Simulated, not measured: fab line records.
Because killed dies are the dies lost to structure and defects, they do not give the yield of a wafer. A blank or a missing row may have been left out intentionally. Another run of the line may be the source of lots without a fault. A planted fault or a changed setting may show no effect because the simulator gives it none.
Comparing a struck lot with a sound one	flow nandHarc	16 out of 1302 route steps
Sound: these wafers, L703.3, L703.5, L703.6. Wafers L714.1, L714.2, L714.4 were the ones struck. At the end, the cause is stated.
For every step that has rows: the tool of each side, followed by ch and its chambers, followed by its first start. Under that, the readings that differ: sound wafers	struck wafers	difference of the means	sigmas: that difference in standard deviations of wafers without a fault.
alike: readings whose means differ by less than 2 such deviations, and words and numbers that are the same on both sides. not compared: withheld readings, readings that some wafer has no value for, bounds like >300 that may hide the same value, and numbers for which the record gives no deviation and whose values overlap.
Wherever a step has rows on one side only, a row that says differs or no value, or a row with sigmas, the two part there. When numbers do not overlap yet have no deviation, they are printed without sigmas and do not part them. A reading missing from all wafers of one side parts the sides only when that side holds two or more wafers.

NHARC_A_ONON_D2_THK_MEAS_02: measures by ellipsometry.
  struck on filmMetro-01, day 17 12:00; sound on filmMetro-02, day 13 07:07
  alike: thkNm
then, no rows for these wafers at 1 step: NHARC_A_ONON_D2_DEP_03 (target thk 1000 nm).
NHARC_A_ONON_D2_THK_MEAS_05: measures by ellipsometry.
  struck on filmMetro-02, day 17 12:34; sound on filmMetro-02, day 13 07:41
  alike: thkNm
then, no rows for these wafers at 1 step: NHARC_A_ONON_D2_DEP_06 (target thk 1000 nm).
NHARC_A_ONON_D2_THK_MEAS_08: measures by ellipsometry.
  struck on filmMetro-01, day 17 13:08; sound on filmMetro-02, day 13 08:15
  alike: thkNm
then, no rows for these wafers at 1 step: NHARC_A_ONON_D2_DEP_09 (target thk 1000 nm).
NHARC_A_ONON_D2_THK_MEAS_11: measures by ellipsometry.
  struck on filmMetro-01, day 17 13:41; sound on filmMetro-02, day 13 08:49
  alike: thkNm
then, no rows for these wafers at 1 step: NHARC_A_ONON_D2_DEP_12 (target thk 1000 nm).
NHARC_A_ONON_D2_THK_MEAS_14: measures by ellipsometry.
  struck on filmMetro-02, day 17 14:15; sound on filmMetro-02, day 13 09:23
  alike: thkNm
then, 2 steps without rows for these wafers: NHARC_A_ONON_D2_ANNEAL_15 (time 3600 s); NHARC_A_ONON_D2_DEP_16 (target thk 1000 nm).
NHARC_A_ONON_D2_THK_MEAS_18: measures by ellipsometry.
  struck on filmMetro-02, day 18 01:28; sound on filmMetro-01, day 13 18:55
  alike: thkNm
NHARC_A_ONON_D2_DEP_19: target thk 1000 nm.
  sound on pecvdOnon-01 ch 0, day 13 19:05; struck on pecvdOnon-01 ch 0, day 18 01:31
reading	sound	struck	difference	sigmas
n2FlowSccm (sccm)	2750 2743 2764	2733 2730 2733	-20	-2
NHARC_A_ONON_D2_THK_MEAS_21: measures by ellipsometry.
  struck on filmMetro-01, day 18 02:01; sound on filmMetro-01, day 13 19:29
reading	sound	struck	difference	sigmas
thkNm (nm)	973 974 973	577 576 577	-397	-40
then, no rows for these wafers at 1 step: NHARC_A_ONON_D2_DEP_22 (target thk 1000 nm).
-- the record jumps here: 11 days lie between the struck wafers' starts before and after (it left off in module A_ONON_D2 and takes up again in module END, whose first step shown is number 1302 of the route) --
NHARC_END_SORT_01:
  only the struck wafers appear in the record here, on prober-01 ch 0 at day 29 05:30; the sound ones have no rows

## WHERE THEY PART
Last at NHARC_END_SORT_01 as far as this record goes, first at NHARC_A_ONON_D2_DEP_19.

WHY: what had been put in by the simulator
pecvdOnon-01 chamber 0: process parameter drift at NHARC_A_ONON_D2_DEP_19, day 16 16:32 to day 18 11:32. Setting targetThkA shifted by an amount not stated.
